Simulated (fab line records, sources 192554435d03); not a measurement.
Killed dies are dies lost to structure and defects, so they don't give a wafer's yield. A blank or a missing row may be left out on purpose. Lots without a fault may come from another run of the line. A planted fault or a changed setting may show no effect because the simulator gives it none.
A struck lot beside a sound one | flow n5_finfet | 15 steps out of a route of 1938
Sound: wafers L506.1, L506.2, L506.5. Struck: wafer L520.3. (L520.5, L520.6 of the same lot were not struck and are left out.) The cause comes at the end.
At each step with rows: each side's tool, then ch and its chambers, then its first start. Under that, the readings that differ: sound wafers | struck wafers | difference of the means | sigmas: that difference in standard deviations of wafers without a fault.
alike: readings whose means differ by less than 2 such deviations, and words and numbers that are the same on both sides. not compared: withheld readings, readings that some wafer has no value for, bounds like >300 that may hide the same value, and numbers for which the record gives no deviation and whose values overlap.
The two part at a step that has a row with sigmas, a row that says differs or no value, or rows on one side only. Numbers that don't overlap but have no deviation are shown without sigmas and don't part them. A reading that every wafer of one side lacks parts them only if that side has two wafers or more.

first, 4 steps without rows for these wafers: N5_BEOL_M2_SOFTBAKE_23 (time 60 s); N5_BEOL_M2_EXPOSE_25 (exposes mask V1, defocus 5 nm); N5_BEOL_M2_PEB_26 (peb time 60 s); N5_BEOL_M2_DEVELOP_27 (develop time 30 s).
N5_BEOL_M2_CD_MEAS_28: target cd 26.2 nm, target cd y 24.1 nm.
  sound on cd_sem-01 ch 0, day 8 06:25; struck on cd_sem-03 ch 0, day 12 03:43
  alike: cd_nm
N5_BEOL_M2_OVL_MEAS_29:
  sound on overlay-02 ch 0, day 8 06:26; struck on overlay-01 ch 0, day 12 03:46
  alike: V1_OVL
N5_BEOL_M2_INSPECT_30: inspects for defects (brightfield).
  sound on defect_inspect-02, day 8 06:30; struck on defect_inspect-02, day 12 03:49
  alike: raw_defect_count
N5_BEOL_M2_DESCUM_33: chemistry O2, time 7 s.
  sound on rie_diel-03 ch 0,1,3, day 8 06:32; struck on rie_diel-01 ch 1, day 12 03:50
  alike: drypump_motor_current_A, oes_product_au, rf_vpp_V, showerhead_plenum_p_Torr, throttle_valve_pct
  not compared: rf_hours_counter_h
N5_BEOL_M2_ETCH_77: etches underlayer in N2/H2, target depth 6.5 nm, time 5.2 s.
  sound on rie_diel-03 ch 0,1,3, day 8 06:34; struck on rie_diel-01 ch 1, day 12 03:53
  reading                | sound             | struck | difference | sigmas
  throttle_valve_pct (%) | 18.17 17.98 17.94 | 17.81  | -0.22      | -2
  alike: drypump_motor_current_A, etch_rf_on_time_s, oes_product_au, rf_vpp_V, showerhead_plenum_p_Torr
  not compared: rf_hours_counter_h
N5_BEOL_M2_ETCH_69: etches SiARC in CF4, target depth 15.6 nm, time 26 s.
  sound on rie_diel-03 ch 0,1,3, day 8 06:35; struck on rie_diel-01 ch 1, day 12 03:53
  alike: cf4_flow_sccm, drypump_motor_current_A, etch_rf_on_time_s, oes_product_au, rf_vpp_V, showerhead_plenum_p_Torr, throttle_valve_pct
  not compared: rf_hours_counter_h
N5_BEOL_M2_ALD_98: deposits SiO2, target thk 2.5 nm, pulse time 1 s, co reactant pulse time 1 s.
  sound on ald_sin-03 ch 0,1,2, day 8 06:40; struck on ald_sin-01 ch 0, day 12 04:43
  alike: heater_power_w, precursor_pulse_height_rel
N5_BEOL_M2_ETCHBACK_99: etches SiO2 in CHF3, target depth 5 nm, time 10.4 s.
  sound on rie_diel-05 ch 0,3, day 8 12:17; struck on rie_diel-03 ch 2, day 12 06:56
  alike: CHF3_flow_sccm, drypump_motor_current_A, oes_product_au, rf_vpp_V, showerhead_plenum_p_Torr, throttle_valve_pct
  not compared: rf_hours_counter_h
N5_BEOL_M2_ETCH_70: etches SOC in N2/H2, target depth 80 nm, overetch 24 nm, time 130 s.
  sound on rie_diel-05 ch 0,3, day 8 12:19; struck on rie_diel-03 ch 2, day 12 06:58
  reading                                    | sound             | struck | difference | sigmas
  oes_product_au (a.u.)                      | 0.62 0.62 0.63    | 0.51   | -0.11      | -2
  run_length_s (s)                           | 153.1 154.2 153.4 | 168.8  | +15.2      | +32
  model.SiARC_of_BEOL_M2_COAT_68.thk_nm (nm) | 6.2 6 6           | 5      | -1         |
  alike: drypump_motor_current_A, rf_vpp_V, showerhead_plenum_p_Torr, throttle_valve_pct
  not compared: rf_hours_counter_h
then, 1 step without rows for these wafers: N5_BEOL_M2_STRIP_71 (strips in N2/H2).
N5_BEOL_M4_RC_MEAS_101:
  sound on prober-02 ch 0, day 10 00:08; struck on prober-02 ch 0, day 13 19:25
  alike: DIBL_N, DIBL_P, IOFF_N, IOFF_P, ION_N, ION_P, SS_N, SS_P, VT_N, VT_P

WHERE THEY PART
First at N5_BEOL_M2_ETCH_77; last, within this record, at N5_BEOL_M2_ETCH_70. Later steps at which nothing parts them and some readings are alike: N5_BEOL_M4_RC_MEAS_101.

WHY: what the simulator had put in
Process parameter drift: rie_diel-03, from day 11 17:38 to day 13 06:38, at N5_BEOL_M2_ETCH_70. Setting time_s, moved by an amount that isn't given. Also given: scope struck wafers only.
